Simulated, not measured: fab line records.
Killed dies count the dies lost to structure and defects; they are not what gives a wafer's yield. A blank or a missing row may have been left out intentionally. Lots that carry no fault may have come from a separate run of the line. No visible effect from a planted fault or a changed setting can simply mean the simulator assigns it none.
fab line records	flow n5_finfet
[record] lots = 9	wafers = 27	last_day = 19
route steps=1938 shown BEOL_M3@1002 BEOL_M4@1023 PASSIVATION@1936
lots untouched by any fault: they come from a run of this same line in which no faults occurred
start_h: hours from the record's opening day to when the first of the lot's shown wafers began	wait_h: hours from the lot's prior step to this one	" unchanged from the row above	L1.1+2: one row covering several wafers at once	- no value present, or no start provided	* or withheld: withheld	< > ~ a bound
route shown NAME@n: NAME is a module with steps in the file, n the number in the route of the first one	usual: mean/standard deviation of fault-free wafers	same: alike in all rows	chamber/n: place in a boat	sites: each site's reading	_std_site: standard deviation across them	_edge_site: mean of outer sites minus mean of inner sites	radius_mm: for every site, how far away it sits from the centre of the wafer	mask NAME#n: copy n	behind: tool/chamber where the wafer was last shaped	hold: cause of the lot's hold/its duration in hours/its outcome	device: whichever transistor did not switch (one of n, p or np)	end of line: the route-end tests of the same wafers	step lacking rows: just its recipe	killed: dies lost to structure and defects at the first sort, not the wafer's yield	map: a wafer's dies, marking killed ones x, the rest . and places with no die _
set.NAME: the setting that was run; set.NAME@STEP: the one run at that earlier step	model.NAME: the simulator's own value behind a step, which no gauge read
the route's steps for a sample of lots (tables are steps, rows are wafers)
services: the hour from which a tool's chamber was out of use, counted from the record's first day as start_h (under 0 if before that day), plus the number of hours and why
[[steps]]
[step N5_BEOL_M3_SPUTTER_88]
[recipe] material = Cu	target_thk_a = 45	temp_c = -20	chamber_pressure_pa = 0.07	power_w = withheld	time_s = 8.29
[usual] chuck_sensor_temp_C = -16.0/0.57	throttle_valve_pct = 30.0/0.84
lot.wafer	tool	chamber	start_h	wait_h	chuck_sensor_temp_C	throttle_valve_pct
L124.2	pvd_sputter-02	-	155.54	0.1	-15.4	29.9
L124.3	"	-	"	"	-16.3	28.7
L124.5	"	-	"	"	-15.2	29.6
L130.2	pvd_sputter-02	-	222.30	0.1	-15.9	30.1
L130.3	"	-	"	"	-15.3	29.8
L130.4	"	-	"	"	-15.6	30.9
L136.1	pvd_sputter-02	-	241.00	0.1	-16.4	28.6
L136.4	"	-	"	"	-15.2	29.5
L136.6	"	-	"	"	-15.5	30.9
L137.2	pvd_sputter-03	-	252.32	0.1	-15.7	29.2
L137.3	"	-	"	"	-16.7	30.4
L137.6	"	-	"	"	-15.8	29.1
L141.1	pvd_sputter-02	-	256.42	0.1	-15.4	29.7
L141.3	"	-	"	"	-16.2	30.4
L141.4	"	-	"	"	-16.3	28.4
L139.1	pvd_sputter-03	-	265.17	0.1	-16.4	29.4
L139.2	"	-	"	"	-15.6	29.2
L139.3	"	-	"	"	-16.6	30.6
L142.1	pvd_sputter-02	-	284.13	0.1	-15.3	29.7
L142.4	"	-	"	"	-16.4	28.7
L142.5	"	-	"	"	-16.2	28.5
L145.2	pvd_sputter-02	-	288.71	0.1	-15.2	29.4
L145.3	"	-	"	"	-15.4	30.9
L145.5	"	-	"	"	-15.1	29.6
L144.2	pvd_sputter-03	-	304.75	0.1	-16.5	29.4
L144.3	"	-	"	"	-16.6	30.5
L144.5	"	-	"	"	-16.0	30.8
[step N5_BEOL_M3_SPUTTER_94]
[recipe] material = Cu	target_thk_a = 45	temp_c = -20	chamber_pressure_pa = 0.07	power_w = withheld	time_s = 8.29
[usual] chuck_sensor_temp_C = -16.0/0.54	throttle_valve_pct = 30.0/0.84
lot.wafer	tool	chamber	start_h	wait_h	chuck_sensor_temp_C	throttle_valve_pct
L124.2	pvd_sputter-02	-	156.20	0.1	-15.3	29.6
L124.3	"	-	"	"	-16.4	28.5
L124.5	"	-	"	"	-15.5	29.4
L130.2	pvd_sputter-02	-	222.96	0.1	-16.2	30.6
L130.3	"	-	"	"	-15.4	29.5
L130.4	"	-	"	"	-15.5	30.8
L136.1	pvd_sputter-02	-	241.66	0.1	-16.5	28.8
L136.4	"	-	"	"	-15.4	29.6
L136.6	"	-	"	"	-15.7	31.1
L137.2	pvd_sputter-03	-	252.98	0.1	-15.8	29.1
L137.3	"	-	"	"	-16.7	30.5
L137.6	"	-	"	"	-15.8	29.2
L141.1	pvd_sputter-02	-	257.08	0.1	-15.3	29.6
L141.3	"	-	"	"	-16.1	30.3
L141.4	"	-	"	"	-16.2	28.5
L139.1	pvd_sputter-03	-	265.83	0.1	-16.5	29.4
L139.2	"	-	"	"	-15.9	29.2
L139.3	"	-	"	"	-16.8	30.7
L142.1	pvd_sputter-02	-	284.79	0.1	-15.6	29.9
L142.4	"	-	"	"	-16.3	28.4
L142.5	"	-	"	"	-16.4	28.3
L145.2	pvd_sputter-02	-	289.37	0.1	-15.4	29.9
L145.3	"	-	"	"	-15.6	30.9
L145.5	"	-	"	"	-15.3	29.7
L144.2	pvd_sputter-03	-	305.41	0.1	-16.6	29.6
L144.3	"	-	"	"	-16.8	30.7
L144.5	"	-	"	"	-16.1	30.9
[step N5_BEOL_M4_PECVD_72]
[recipe] material = SiO2	target_thk_a = 160	temp_c = 400	precursor = TEOS/O2	pressure_torr = 5.5	rf_w = 450	teos_flow_sccm = 53.8	gas = O2	flow_sccm = 3000	time_s = 18
[usual] heater_power_w = 773/110	showerhead_plenum_p_Torr = 8.76/0.095	susceptor_temp_C = 399.99/0.24	throttle_valve_pct = 22.7/1.4
lot.wafer	tool	chamber	start_h	wait_h	heater_power_w	showerhead_plenum_p_Torr	susceptor_temp_C	throttle_valve_pct
L124.2	pecvd-04	1	157.95	0.0	692	8.68	400.09	23.1
L124.3	"	0	"	"	712	8.78	400.22	22.7
L124.5	"	0	"	"	710	8.78	400.11	22.4
L130.2	pecvd-01	0	224.41	0.0	700	8.59	399.81	24.9
L130.3	"	2	"	"	851	8.67	400.11	20.9
L130.4	"	2	"	"	900	8.68	400.00	20.8
L136.1	pecvd-01	1	247.99	0.0	791	8.87	400.41	22.7
L136.4	"	0	"	"	719	8.55	399.90	24.4
L136.6	"	1	"	"	788	8.86	400.36	23.0
L137.2	pecvd-04	1	254.44	0.0	749	8.69	399.87	23.7
L137.3	"	0	"	"	677	8.80	399.71	22.3
L137.6	"	0	"	"	708	8.80	399.79	22.3
L141.1	pecvd-02	1	258.52	0.0	973	8.89	400.09	23.8
L141.3	"	0	"	"	560	8.80	400.35	23.2
L141.4	"	0	"	"	548	8.79	400.05	22.9
L139.1	pecvd-01	2	267.27	0.0	753	8.70	400.08	20.9
L139.2	"	0	"	"	692	8.57	400.26	24.6
L139.3	"	1	"	"	924	8.87	399.66	22.9
L142.1	pecvd-01	0	286.23	0.0	760	8.56	432.35	24.8
L142.4	"	0	"	"	766	8.59	432.40	25.0
L142.5	"	2	"	"	827	8.69	400.17	21.2
L145.2	pecvd-01	0	290.82	0.0	776	8.55	432.03	24.8
L145.3	"	1	"	"	811	8.86	400.09	22.7
L145.5	"	2	"	"	870	8.70	399.87	20.9
L144.2	pecvd-02	1	306.85	0.0	913	8.88	399.86	23.9
L144.3	"	2	"	"	925	8.79	400.30	21.5
L144.5	"	2	"	"	942	8.79	399.81	21.7
[step N5_BEOL_M4_HM_DEP_02]
[recipe] material = TiN	target_thk_a = 200	temp_c = 25	chamber_pressure_pa = 0.49996
[usual] throttle_valve_pct = 30.0/0.82
lot.wafer	tool	chamber	start_h	wait_h	throttle_valve_pct
L124.2	pvd_sputter-02	-	159.61	1.6	29.6
L124.3	"	-	"	"	28.7
L124.5	"	-	"	"	29.6
L130.2	pvd_sputter-02	-	224.49	0.1	29.9
L130.3	"	-	"	"	30.2
L130.4	"	-	"	"	31.0
L136.1	pvd_sputter-03	-	248.76	0.7	30.3
L136.4	"	-	"	"	30.9
L136.6	"	-	"	"	30.4
L137.2	pvd_sputter-02	-	254.84	0.4	29.6
L137.3	"	-	"	"	30.8
L137.6	"	-	"	"	29.7
L141.1	pvd_sputter-03	-	259.08	0.5	30.3
L141.3	"	-	"	"	29.6
L141.4	"	-	"	"	31.0
L139.1	pvd_sputter-01	-	269.76	2.5	29.6
L139.2	"	-	"	"	29.6
L139.3	"	-	"	"	30.9
L142.1	pvd_sputter-03	-	286.94	0.7	30.4
L142.4	"	-	"	"	29.7
L142.5	"	-	"	"	30.8
L145.2	pvd_sputter-01	-	293.01	2.2	31.0
L145.3	"	-	"	"	29.6
L145.5	"	-	"	"	30.9
L144.2	pvd_sputter-01	-	308.48	1.6	29.6
L144.3	"	-	"	"	30.7
L144.5	"	-	"	"	29.7
[step N5_BEOL_M4_CMP_52]
[recipe] stop_on = SiOC	t_overpolish_s = 6.8	down_force_psi = 1	platen_rpm = 50	clearing_platen_down_force_psi = 1.5	clearing_platen_rpm = 50	post_cmp_clean = cu_alkaline	target_thk_nm = 40	clearing_platen_pad_velocity_m_s = 0.99484	pad_velocity_m_s = 0.99484
[usual] barrier_field_endpoint_s = 24.7/0.55	edge_zone_pressure_frac = 1.000/0.005	motor_current_A = 6.3/0.62
lot.wafer	tool	chamber	start_h	wait_h	barrier_field_endpoint_s	edge_zone_pressure_frac	motor_current_A
L124.2	cmp-03	2	180.04	0.2	24.3	1.002	5.9
L124.3	"	0	"	"	25.1	0.994	5.7
L124.5	"	1	"	"	25.3	1.009	6.4
L130.4	cmp-02	1	230.21	0.2	24.4	0.993	7.3
L130.3	"	2	"	"	25.0	1.001	6.6
L130.2	"	3	"	"	23.9	1.007	5.6
L136.4	cmp-02	3	268.99	0.3	24.3	1.000	5.8
L136.1	"	2	"	"	25.6	1.008	6.7
L136.6	"	3	"	"	25.0	0.998	5.6
L137.2	cmp-02	3	269.83	0.2	24.5	1.003	5.4
L137.3	"	2	"	"	24.9	1.007	6.4
L137.6	"	3	"	"	24.8	1.002	5.3
L141.3	cmp-03	1	280.19	0.2	25.3	1.002	6.4
L141.1	"	2	"	"	25.0	0.999	6.3
L141.4	"	3	"	"	25.5	0.994	6.5
L139.2	cmp-03	1	290.62	0.3	23.7	1.009	6.4
L139.1	"	2	"	"	23.6	0.999	6.3
L139.3	"	3	"	"	24.2	1.001	6.5
L142.4	cmp-02	3	301.34	0.2	20.6	1.004	5.7
L142.1	"	0	"	"	20.4	1.003	5.9
L142.5	"	2	"	"	25.4	1.006	6.3
L145.2	cmp-03	1	306.47	0.2	19.7	1.002	6.2
L145.3	"	2	"	"	23.4	0.993	6.1
L145.5	"	1	"	"	24.0	1.005	6.3
L144.2	cmp-02	2	346.41	0.3	24.1	1.007	6.2
L144.3	"	3	"	"	24.1	1.002	5.4
L144.5	"	2	"	"	24.6	1.002	6.1
[step N5_BEOL_M4_RC_MEAS_101]
[usual] DIBL_N = 36.0/1.4	DIBL_P = 36.1/1.4	IOFF_N = 0.153/0.02	IOFF_P = 0.211/0.026	ION_N = 673/8.7	ION_P = 463/6.7	SS_N = 71.5/0.5	SS_P = 73.3/0.54	VT_N = 250.1/2.4	VT_P = -250.2/2.9
lot.wafer	tool	chamber	start_h	wait_h	DIBL_N[mV/V]	DIBL_P[mV/V]	IOFF_N[nA/um]	IOFF_P[nA/um]	ION_N[uA/um]	ION_P[uA/um]	SS_N[mV/dec]	SS_P[mV/dec]	VT_N[mV]	VT_P[mV]
L124.2	prober-01	0	180.76	0.2	36.9	35.7	0.169	0.195	674	459	72.0	73.6	250.0	-252.6
L124.3	"	0	"	"	34.7	33.8	0.130	0.173	668	460	71.6	72.5	255.9	-253.0
L124.5	"	0	"	"	35.8	34.9	0.143	0.187	673	456	71.6	73.9	253.5	-253.9
L130.2	prober-01	0	230.93	0.2	34.6	35.6	0.142	0.207	669	465	71.8	73.1	251.7	-248.8
L130.3	"	0	"	"	34.5	34.9	0.141	0.189	669	454	71.3	73.5	252.4	-252.2
L130.4	"	0	"	"	35.4	36.6	0.153	0.216	672	465	71.6	73.7	249.5	-251.7
L136.1	prober-02	0	270.56	1.0	36.3	34.9	0.140	0.200	671	461	71.4	73.5	251.0	-252.4
L136.4	"	0	"	"	39.0	38.9	0.194	0.270	686	473	72.1	73.7	246.8	-247.8
L136.6	"	0	"	"	38.2	37.0	0.165	0.248	676	471	71.9	74.3	247.8	-247.6
L137.2	prober-02	0	271.95	1.5	38.1	38.3	0.197	0.275	691	467	72.3	74.0	248.2	-244.3
L137.3	"	0	"	"	35.8	35.9	0.165	0.225	683	473	72.1	73.4	246.7	-250.4
L137.6	"	0	"	"	36.0	36.6	0.167	0.232	679	468	71.6	73.6	246.9	-249.3
L141.1	prober-02	0	280.80	0.0	37.8	37.3	0.176	0.246	677	463	71.3	74.0	246.6	-247.6
L141.3	"	0	"	"	36.3	35.2	0.149	0.212	681	464	71.2	72.4	250.1	-247.3
L141.4	"	0	"	"	35.1	33.9	0.128	0.191	663	456	70.4	72.5	251.8	-249.2
L139.1	prober-01	0	291.27	0.0	37.0	36.9	0.184	0.281	697	482	71.4	73.5	244.1	-239.9
L139.2	"	0	"	"	36.8	36.3	0.175	0.255	691	478	71.3	73.3	244.7	-242.6
L139.3	"	0	"	"	36.0	35.9	0.165	0.241	681	467	71.2	73.2	248.3	-243.3
L142.1	prober-01	0	301.87	0.0	35.8	35.7	0.150	0.221	679	477	71.8	73.2	247.9	-248.5
L142.4	"	0	"	"	36.2	34.8	0.147	0.208	670	462	71.2	73.2	248.4	-249.6
L142.5	"	0	"	"	35.2	34.3	0.133	0.194	660	463	71.2	72.6	251.4	-251.8
L145.2	prober-01	0	307.19	0.2	35.5	34.3	0.139	0.185	659	456	71.2	72.3	250.1	-250.4
L145.3	"	0	"	"	35.1	34.3	0.139	0.189	669	459	71.4	72.9	253.1	-250.0
L145.5	"	0	"	"	36.6	35.9	0.153	0.216	662	462	71.1	72.4	252.1	-251.4
L144.2	prober-02	0	347.19	0.2	34.5	36.3	0.150	0.208	664	459	70.8	73.9	246.7	-250.5
L144.3	"	0	"	"	33.6	33.6	0.121	0.162	659	449	70.5	73.1	250.9	-253.8
L144.5	"	0	"	"	34.5	35.7	0.142	0.187	665	454	70.2	72.9	249.3	-254.0
[step N5_PASSIVATION_PROBE_49]
[usual] defect_limited_yield = 91.2/1.4	killed_at_M0_to_M3 = 34/9.7	killed_at_M4_up = 14/5.2	killed_at_contacts = 13/6.7	killed_at_front_end = 39/11	killed_at_other = 3.6/2.6	killed_dies = 104/17	killed_open = 69/12	killed_short = 34/8.2	sort_bin_5_function = 5.3/0.89	sort_bin_6_memory = 3.2/0.69	sort_n_pass = 1076/17	sort_yield_pct = 91.2/1.4
[same] gross_dies = 1180	killed_at_back_side = 0	sort_bin_4_leakage[%] = 0	sort_bin_8_speed[%] = 0
lot.wafer	tool	chamber	start_h	wait_h	defect_limited_yield[%]	killed_at_M0_to_M3	killed_at_M4_up	killed_at_contacts	killed_at_front_end	killed_at_other	killed_dies	killed_open	killed_short	sort_bin_5_function[%]	sort_bin_6_memory[%]	sort_n_pass	sort_yield_pct[%]
L124.2	prober-02	-	283.32	0.2	93.7	24	13	8	27	2	74	45	29	3.5	2.5	1106	93.7
L124.3	prober-02	-	283.37	0.3	91.3	28	25	14	34	2	103	76	27	6.2	2.5	1077	91.3
L124.5	prober-02	-	283.47	0.4	91.1	24	19	21	36	5	105	63	42	5.3	3.0	1075	91.1
L141.1	prober-02	-	387.12	0.0	92.1	24	18	13	38	0	93	60	29	4.9	2.6	1087	92.1
L141.3	prober-02	-	387.22	0.1	91.4	28	11	19	43	1	102	64	36	5.1	3.2	1078	91.4
L141.4	prober-02	-	387.27	0.2	89.9	27	9	34	45	4	119	78	39	6.0	3.6	1061	89.9
L137.2	prober-02	-	401.31	0.1	90.8	49	13	14	28	4	108	58	49	5.2	3.5	1072	90.8
L137.3	prober-02	-	401.36	0.1	90.8	53	13	17	20	6	109	76	31	5.3	3.7	1071	90.8
L137.6	prober-02	-	401.51	0.3	93.1	32	12	16	19	2	81	53	28	3.5	3.1	1099	93.1
L139.1	prober-02	-	402.13	0.0	89.5	46	16	11	49	2	124	78	43	6.5	3.5	1056	89.5
L139.2	prober-02	-	402.18	0.1	91.6	19	12	13	54	1	99	73	26	4.8	3.3	1081	91.6
L139.3	prober-02	-	402.23	0.1	91.2	34	10	8	49	3	104	68	35	5.7	2.8	1076	91.2
// killed by level:class
L124.2 MOL_CONTACT_COAG:geometric_particle:open=7 FIN_SAQP:geometric_particle:short=6 BEOL_M0_SAQP:geometric_particle:short=6 STI_FIN_REVEAL:geometric_particle:open=5 BEOL_M1:geometric_particle:open=5 BEOL_M4:geometric_particle:open=5 STARTING-WAFER:geometric_particle:short=4 FIN_SAQP:geometric_particle:open=3
L124.3 MOL_CONTACT_COAG:geometric_particle:open=12 FIN_SAQP:geometric_particle:open=9 BEOL_M0_SAQP:geometric_particle:open=9 DUMMY_GATE:geometric_particle:open=8 STI_FIN_REVEAL:geometric_particle:open=7 BEOL_M0_SAQP:geometric_particle:short=6 BEOL_M1:geometric_particle:open=5 BEOL_M4:geometric_particle:open=5
L124.5 MOL_CONTACT_COAG:geometric_particle:open=15 BEOL_M4:geometric_particle:open=11 FIN_SAQP:geometric_particle:short=9 BEOL_M0_SAQP:geometric_particle:short=7 GATE_CUT:geometric_particle:open=6 MOL_CONTACT_COAG:geometric_particle:short=6 FIN_SAQP:geometric_particle:open=5 STI_FIN_REVEAL:geometric_particle:open=4
L141.1 FIN_SAQP:geometric_particle:open=12 MOL_CONTACT_COAG:geometric_particle:open=9 BEOL_M4:geometric_particle:open=8 BEOL_M1:geometric_particle:open=7 FIN_SAQP:geometric_particle:short=6 GATE_CUT:geometric_particle:short=6 STI_FIN_REVEAL:geometric_particle:open=5 MOL_CONTACT_COAG:geometric_particle:short=4
L141.3 MOL_CONTACT_COAG:geometric_particle:open=17 FIN_SAQP:geometric_particle:short=15 BEOL_M4:geometric_particle:open=9 FIN_SAQP:geometric_particle:open=7 BEOL_M1:geometric_particle:open=7 BEOL_M2:geometric_particle:open=6 BEOL_M0:geometric_particle:short=5 STI_FIN_REVEAL:geometric_particle:open=4
L141.4 MOL_CONTACT_COAG:geometric_particle:open=29 FIN_SAQP:geometric_particle:short=17 FIN_SAQP:geometric_particle:open=15 BEOL_M4:geometric_particle:open=6 BEOL_M0_SAQP:geometric_particle:open=5 MOL_CONTACT_COAG:geometric_particle:short=5 BEOL_M0_SAQP:geometric_particle:short=4 BEOL_M1:geometric_particle:open=4
L137.2 BEOL_M0_SAQP:geometric_particle:short=15 MOL_CONTACT_COAG:geometric_particle:open=13 BEOL_M3:geometric_particle:open=10 BEOL_M0_SAQP:geometric_particle:open=8 STARTING-WAFER:geometric_particle:short=7 FIN_SAQP:geometric_particle:short=6 BEOL_M0:geometric_particle:open=5 FIN_SAQP:geometric_particle:open=4
L137.3 MOL_CONTACT_COAG:geometric_particle:open=15 BEOL_M0_SAQP:geometric_particle:open=10 BEOL_M2:geometric_particle:open=9 BEOL_M0:geometric_particle:open=8 BEOL_M3:geometric_particle:open=7 BEOL_M0_SAQP:geometric_particle:short=6 BEOL_M1:geometric_particle:open=6 BEOL_M4:geometric_particle:open=6
L137.6 MOL_CONTACT_COAG:geometric_particle:open=14 BEOL_M0_SAQP:geometric_particle:open=7 BEOL_M0:geometric_particle:open=7 BEOL_M0_SAQP:geometric_particle:short=6 BEOL_M2:geometric_particle:open=6 FIN_SAQP:geometric_particle:short=3 BEOL_M1:geometric_particle:short=3 BEOL_M4:geometric_particle:short=3
L139.1 FIN_SAQP:geometric_particle:open=19 FIN_SAQP:geometric_particle:short=11 BEOL_M2:geometric_particle:open=11 MOL_CONTACT_COAG:geometric_particle:open=10 BEOL_M0_SAQP:geometric_particle:short=10 BEOL_M3:geometric_particle:open=8 BEOL_M4:geometric_particle:open=7 BEOL_M0_SAQP:geometric_particle:open=6
L139.2 FIN_SAQP:geometric_particle:open=20 MOL_CONTACT_COAG:geometric_particle:open=10 GATE_CUT:geometric_particle:short=6 STI_FIN_REVEAL:geometric_particle:open=6 DUMMY_GATE:geometric_particle:open=6 BEOL_M0_SAQP:geometric_particle:open=5 FIN_SAQP:geometric_particle:short=4 ILD0:geometric_particle:short=4
L139.3 FIN_SAQP:geometric_particle:open=15 FIN_SAQP:geometric_particle:short=9 BEOL_M3:geometric_particle:open=8 BEOL_M1:geometric_particle:open=8 BEOL_M2:geometric_particle:open=7 MOL_CONTACT_COAG:geometric_particle:short=5 GATE_CUT:geometric_particle:open=4 GATE_CUT:geometric_particle:short=4
[[services]]
tool	chamber	start_h	hours	kind
pecvd-02	0	134.16	15.0	repair
pecvd-04	2	137.84	5.5	scheduled_down
cmp-02	-	138.87	4.0	pm
cmp-03	-	140.62	0.4	repair
cmp-02	-	142.87	-	consumable_replace:conditioner
cmp-02	-	142.87	-	consumable_replace:pad
cmp-03	-	144.66	6.4	pm
cmp-02	-	148.52	5.7	repair
pecvd-01	2	149.07	13.8	repair
cmp-03	-	152.54	0.2	repair
cmp-03	-	154.43	4.8	pm
pecvd-04	-	158.12	1.4	repair
cmp-03	-	161.85	6.4	repair
pecvd-04	0	175.95	2.1	scheduled_down
pecvd-01	-	196.57	1.0	repair
cmp-03	-	226.24	1.2	repair
cmp-03	-	248.30	4.0	pm
cmp-03	-	252.30	-	consumable_replace:conditioner
cmp-03	-	252.30	-	consumable_replace:pad
cmp-03	-	252.82	19.2	pm
cmp-02	-	265.42	0.7	repair
pecvd-02	-	276.42	0.9	repair
pecvd-04	1	310.94	12.0	repair
pecvd-02	-	311.50	0.8	repair
[[key]]
[first_sign] step = N5_BEOL_M4_PECVD_72	reading = susceptor_temp_C	direction = up	sigmas = 99+	usual = *	struck = *
[effect] step = N5_BEOL_M4_CMP_52	reading = barrier_field_endpoint_s	direction = down	sigmas = 8.2	usual = 24.7	struck = 20.2
met_at N5_BEOL_M4_PECVD_72
struck_lots L142,L145
struck_wafers L142.1,L142.4,L145.2
not_acting_at N5_BEOL_M3_SPUTTER_88,N5_BEOL_M3_SPUTTER_94,N5_BEOL_M4_HM_DEP_02
onset_between 267.27 286.23
[fault] kind = process_parameter_drift	tool = pecvd-01	chamber = 0	onset_h = 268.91	steps = N5_BEOL_M4_PECVD_72	channel = temp_c	offset = *	shape = step	end_h = 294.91	acts_in = *	stated = *
